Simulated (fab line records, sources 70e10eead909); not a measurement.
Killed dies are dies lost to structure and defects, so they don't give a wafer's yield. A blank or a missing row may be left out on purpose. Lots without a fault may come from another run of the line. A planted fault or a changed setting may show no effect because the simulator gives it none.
Chamber matching | flow nand_harc | NHARC_A_STAIRCASE_ALD_415 on ald_hk-01: 4 sister chambers
The step deposits SiO2, target thk 30 nm, pulse time 6 s, ald cycles 300. 4 wafers are shown with their chamber, then 7 later ones without.

WAFERS WITH THEIR CHAMBER
wafer  | chamber | heater_power_w (W)
L083.3 | 0       | 374
L085.2 | 2       | 457
L085.6 | 1       | 530
L087.5 | 3       | 568

WAFERS WITHOUT THEIR CHAMBER
wafer  | heater_power_w (W)
L087.6 | 379
L092.3 | 523
L092.4 | 568
L092.6 | 383
L094.2 | 460
L094.3 | 387
L094.4 | 528

WHICH CHAMBER EACH WENT THROUGH
wafer  | from the rows above | in truth
L087.6 | 0                   | 0
L092.3 | 1                   | 1
L092.4 | 3                   | 3
L092.6 | 0                   | 0
L094.2 | 2                   | 2
L094.3 | 0                   | 0
L094.4 | 1                   | 1
Placed correctly: 7 of 7. Can't be placed from these rows: 0. Placed wrongly: 0.
How it was worked out, from the rows above alone: a wafer's distance from a chamber is the root of the sum, over the readings, of the square of ((its reading less the chamber's mean) divided by the reading's scatter). The wafer belongs to the nearest chamber; if the next one is less than 2 further off, it can't be placed. A chamber's mean is the mean of its shown wafers. The scatter: with one shown wafer a chamber, the root of the mean of the squares of how far each hidden wafer lies from its nearest shown one.
